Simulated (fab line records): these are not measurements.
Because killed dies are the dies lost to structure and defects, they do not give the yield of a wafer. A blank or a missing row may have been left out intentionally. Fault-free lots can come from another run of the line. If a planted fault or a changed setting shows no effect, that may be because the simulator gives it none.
Chamber matching || flow n5-finfet || rie-diel-06 running N5_BEOL_M12_ETCH_68: 4 sister chambers
The step etches SOC in N2/H2, time 285 s. 16 wafers are shown with their chamber, then 8 later ones without.

## EACH WAFER AND ITS CHAMBER
{"wafer": "L077.1", "chamber": 3, "showerhead-plenum-p-Torr (Torr)": 2.45, "drypump-motor-current-A (A)": 5.25, "throttle-valve-pct (%)": 18.08}
{"wafer": "L077.4", "chamber": 1, "showerhead-plenum-p-Torr (Torr)": 2.68, "drypump-motor-current-A (A)": 5.98, "throttle-valve-pct (%)": 17.45}
{"wafer": "L077.5", "chamber": 2, "showerhead-plenum-p-Torr (Torr)": 2.56, "drypump-motor-current-A (A)": 5.14, "throttle-valve-pct (%)": 17.62}
{"wafer": "L079.4", "chamber": 1, "showerhead-plenum-p-Torr (Torr)": 2.68, "drypump-motor-current-A (A)": 5.96, "throttle-valve-pct (%)": 17.44}
{"wafer": "L079.5", "chamber": 3, "showerhead-plenum-p-Torr (Torr)": 2.45, "drypump-motor-current-A (A)": 5.27, "throttle-valve-pct (%)": 18.07}
{"wafer": "L079.6", "chamber": 0, "showerhead-plenum-p-Torr (Torr)": 2.41, "drypump-motor-current-A (A)": 5.71, "throttle-valve-pct (%)": 18.12}
{"wafer": "L080.2", "chamber": 3, "showerhead-plenum-p-Torr (Torr)": 2.45, "drypump-motor-current-A (A)": 5.26, "throttle-valve-pct (%)": 18.08}
{"wafer": "L080.3", "chamber": 0, "showerhead-plenum-p-Torr (Torr)": 2.41, "drypump-motor-current-A (A)": 5.73, "throttle-valve-pct (%)": 18.12}
{"wafer": "L080.6", "chamber": 1, "showerhead-plenum-p-Torr (Torr)": 2.68, "drypump-motor-current-A (A)": 5.99, "throttle-valve-pct (%)": 17.45}
{"wafer": "L083.2", "chamber": 2, "showerhead-plenum-p-Torr (Torr)": 2.55, "drypump-motor-current-A (A)": 5.16, "throttle-valve-pct (%)": 17.66}
{"wafer": "L083.4", "chamber": 1, "showerhead-plenum-p-Torr (Torr)": 2.68, "drypump-motor-current-A (A)": 5.97, "throttle-valve-pct (%)": 17.46}
{"wafer": "L083.6", "chamber": 2, "showerhead-plenum-p-Torr (Torr)": 2.55, "drypump-motor-current-A (A)": 5.16, "throttle-valve-pct (%)": 17.67}
{"wafer": "L084.1", "chamber": 1, "showerhead-plenum-p-Torr (Torr)": 2.67, "drypump-motor-current-A (A)": 5.96, "throttle-valve-pct (%)": 17.46}
{"wafer": "L084.2", "chamber": 2, "showerhead-plenum-p-Torr (Torr)": 2.55, "drypump-motor-current-A (A)": 5.15, "throttle-valve-pct (%)": 17.66}
{"wafer": "L084.3", "chamber": 3, "showerhead-plenum-p-Torr (Torr)": 2.45, "drypump-motor-current-A (A)": 5.27, "throttle-valve-pct (%)": 18.08}
{"wafer": "L088.2", "chamber": 0, "showerhead-plenum-p-Torr (Torr)": 2.41, "drypump-motor-current-A (A)": 5.71, "throttle-valve-pct (%)": 18.15}

SIGNATURES, as means of the wafers listed above
{"reading": "showerhead-plenum-p-Torr", "chamber 0": 2.4100, "chamber 1": 2.6780, "chamber 2": 2.5525, "chamber 3": 2.4500, "scatter within a chamber": 0.00359}
{"reading": "drypump-motor-current-A", "chamber 0": 5.7167, "chamber 1": 5.9720, "chamber 2": 5.1525, "chamber 3": 5.2625, "scatter within a chamber": 0.0112}
{"reading": "throttle-valve-pct", "chamber 0": 18.1300, "chamber 1": 17.4520, "chamber 2": 17.6525, "chamber 3": 18.0775, "scatter within a chamber": 0.0142}
Rule: a wafer lies at a distance from a chamber equal to the root of the sum of squares, over the readings, of (its reading less the chamber's mean, divided by the reading's scatter). The wafer belongs to the nearest chamber; if the next one is less than 2 further off, it can't be placed. The scatter: take each reading less its chamber's mean, square it, sum over the shown wafers, divide by the number of wafers less the number of chambers, and take the root.

## WAFERS WHOSE CHAMBER IS MISSING
{"wafer": "L088.3", "showerhead-plenum-p-Torr (Torr)": 2.44, "drypump-motor-current-A (A)": 5.28, "throttle-valve-pct (%)": 18.11}
{"wafer": "L088.6", "showerhead-plenum-p-Torr (Torr)": 2.55, "drypump-motor-current-A (A)": 5.17, "throttle-valve-pct (%)": 17.68}
{"wafer": "L089.1", "showerhead-plenum-p-Torr (Torr)": 2.67, "drypump-motor-current-A (A)": 5.93, "throttle-valve-pct (%)": 17.47}
{"wafer": "L089.2", "showerhead-plenum-p-Torr (Torr)": 2.40, "drypump-motor-current-A (A)": 5.71, "throttle-valve-pct (%)": 18.15}
{"wafer": "L089.5", "showerhead-plenum-p-Torr (Torr)": 2.54, "drypump-motor-current-A (A)": 5.12, "throttle-valve-pct (%)": 17.67}
{"wafer": "L096.2", "showerhead-plenum-p-Torr (Torr)": 2.44, "drypump-motor-current-A (A)": 5.25, "throttle-valve-pct (%)": 18.14}
{"wafer": "L096.3", "showerhead-plenum-p-Torr (Torr)": 2.54, "drypump-motor-current-A (A)": 5.15, "throttle-valve-pct (%)": 17.73}
{"wafer": "L096.5", "showerhead-plenum-p-Torr (Torr)": 2.40, "drypump-motor-current-A (A)": 5.71, "throttle-valve-pct (%)": 18.19}

## CHAMBER TAKEN BY EACH
{"wafer": "L088.3", "from the rows above": 3, "in truth": 3}
{"wafer": "L088.6", "from the rows above": 2, "in truth": 2}
{"wafer": "L089.1", "from the rows above": 1, "in truth": 1}
{"wafer": "L089.2", "from the rows above": 0, "in truth": 0}
{"wafer": "L089.5", "from the rows above": 2, "in truth": 2}
{"wafer": "L096.2", "from the rows above": 3, "in truth": 3}
{"wafer": "L096.3", "from the rows above": 2, "in truth": 2}
{"wafer": "L096.5", "from the rows above": 0, "in truth": 0}
Placed correctly: 8 of 8. Can't be placed from these rows: 0. Wrongly placed: 0.
